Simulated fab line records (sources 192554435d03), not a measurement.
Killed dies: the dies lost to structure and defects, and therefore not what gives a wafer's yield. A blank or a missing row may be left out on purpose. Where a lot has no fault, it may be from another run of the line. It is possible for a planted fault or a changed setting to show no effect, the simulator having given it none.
Split-lot experiment :: flow n5-finfet :: route with 1938 steps; 7 lots, 21 wafers read

## THE SPLIT ITSELF
At N5_MOL_CONTACT_COAG_VIA_ETCH_117 (etches SiO2 in C4F6/O2, target depth 40 nm, overetch 8 nm, time 26 s), the setting bias-w was moved away from the recipe's 455 W on 7 of the 21 wafers read, by -15.0% to +11.9%. This setting was run at the recipe's value on the other wafers.

The reading is taken at the split's own step.

## THE READING
rf-vpp-V, in V, at N5_MOL_CONTACT_COAG_VIA_ETCH_117 (etches SiO2 in C4F6/O2, target depth 40 nm, overetch 8 nm, time 26 s). On this fab line, fault-free wafers typically give 1584 V with a standard deviation of 34 V.

wafer: L074.1
tool, chamber at the split: rie-diel-01, 3
bias-w as run, W: 509
against the recipe: +11.9%
rf-vpp-V, V: 1764
against lot-mates on the recipe: +206

wafer: L074.2
tool, chamber at the split: rie-diel-01, 0
bias-w as run, W: 455
against the recipe: recipe
rf-vpp-V, V: 1542
against lot-mates on the recipe: -

wafer: L074.3
tool, chamber at the split: rie-diel-01, 1
bias-w as run, W: 455
against the recipe: recipe
rf-vpp-V, V: 1573
against lot-mates on the recipe: -

wafer: L077.3
tool, chamber at the split: rie-diel-02, 2
bias-w as run, W: 386.6
against the recipe: -15.0%
rf-vpp-V, V: 1349
against lot-mates on the recipe: -275

wafer: L077.4
tool, chamber at the split: rie-diel-02, 0
bias-w as run, W: 386.6
against the recipe: -15.0%
rf-vpp-V, V: 1407
against lot-mates on the recipe: -217

wafer: L077.5
tool, chamber at the split: rie-diel-02, 3
bias-w as run, W: 455
against the recipe: recipe
rf-vpp-V, V: 1624
against lot-mates on the recipe: -

wafer: L078.1
tool, chamber at the split: rie-diel-04, 3
bias-w as run, W: 410.7
against the recipe: -9.7%
rf-vpp-V, V: 1494
against lot-mates on the recipe: -98

wafer: L078.3
tool, chamber at the split: rie-diel-04, 0
bias-w as run, W: 455
against the recipe: recipe
rf-vpp-V, V: 1592
against lot-mates on the recipe: -

wafer: L078.5
tool, chamber at the split: rie-diel-04, 0
bias-w as run, W: 455
against the recipe: recipe
rf-vpp-V, V: 1593
against lot-mates on the recipe: -

wafer: L080.1
tool, chamber at the split: rie-diel-01, 0
bias-w as run, W: 455
against the recipe: recipe
rf-vpp-V, V: 1540
against lot-mates on the recipe: -

wafer: L080.2
tool, chamber at the split: rie-diel-01, 3
bias-w as run, W: 455
against the recipe: recipe
rf-vpp-V, V: 1624
against lot-mates on the recipe: -

wafer: L080.3
tool, chamber at the split: rie-diel-01, 1
bias-w as run, W: 455
against the recipe: recipe
rf-vpp-V, V: 1572
against lot-mates on the recipe: -

wafer: L084.4
tool, chamber at the split: rie-diel-02, 1
bias-w as run, W: 455
against the recipe: recipe
rf-vpp-V, V: 1567
against lot-mates on the recipe: -

wafer: L084.5
tool, chamber at the split: rie-diel-02, 1
bias-w as run, W: 455
against the recipe: recipe
rf-vpp-V, V: 1565
against lot-mates on the recipe: -

wafer: L084.6
tool, chamber at the split: rie-diel-02, 2
bias-w as run, W: 405.4
against the recipe: -10.9%
rf-vpp-V, V: 1398
against lot-mates on the recipe: -168

wafer: L088.1
tool, chamber at the split: rie-diel-02, 0
bias-w as run, W: 395.1
against the recipe: -13.2%
rf-vpp-V, V: 1429
against lot-mates on the recipe: -138

wafer: L088.2
tool, chamber at the split: rie-diel-02, 1
bias-w as run, W: 395.1
against the recipe: -13.2%
rf-vpp-V, V: 1409
against lot-mates on the recipe: -158

wafer: L088.5
tool, chamber at the split: rie-diel-02, 1
bias-w as run, W: 455
against the recipe: recipe
rf-vpp-V, V: 1567
against lot-mates on the recipe: -

wafer: L096.2
tool, chamber at the split: rie-diel-02, 1
bias-w as run, W: 455
against the recipe: recipe
rf-vpp-V, V: 1567
against lot-mates on the recipe: -

wafer: L096.3
tool, chamber at the split: rie-diel-02, 0
bias-w as run, W: 455
against the recipe: recipe
rf-vpp-V, V: 1588
against lot-mates on the recipe: -

wafer: L096.6
tool, chamber at the split: rie-diel-02, 3
bias-w as run, W: 455
against the recipe: recipe
rf-vpp-V, V: 1624
against lot-mates on the recipe: -

THE FIT
A straight line over all 21 wafers: rf-vpp-V changes by +13.5 V for each +1% of bias-w; r = +0.96; the points scatter about the line by 29 V.
The same after taking each lot's own level away (the mean of its wafers on the recipe; 21 wafers): +14.6 V for each +1%; r = +0.96; scatter 29 V.
Per that fit: largest bias-w move, reading shift of 2.2e+02 V.
From 1557.5 to 1624.0 V: that is the span of the lots' own levels, equal to 2.0 times the standard deviation above.
The two slopes are in agreement: the lot-to-lot level therefore moves the slope only a little.
Check: for one of the wafers moved furthest among these (-15.0%), held out of the fit, the line's prediction against its lot-mates is -200 V. It came out at -275 V against them.
Tool readings at the split's step, against how far the setting was moved: rf-vpp-V r = +0.96.

## FURTHER SPLITS ON THESE WAFERS
Before the reading, these wafers also passed through other splits. Each is held against what the fit with the lots' levels taken away leaves over:
other split on the same wafers: N5_HKMG_FIN_PEB_47 peb-time-s
wafers away from the commonest value: 5
r with rf-vpp-V (lot level and that fit taken away): +0.09

other split on the same wafers: N5_MOL_CONTACT_COAG_PECVD_31 time-s
wafers away from the commonest value: 7
r with rf-vpp-V (lot level and that fit taken away): +0.32

## FILE'S OWN FIT
rf-vpp-V changes by +14.4 V for each +1% of bias-w, r = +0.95.
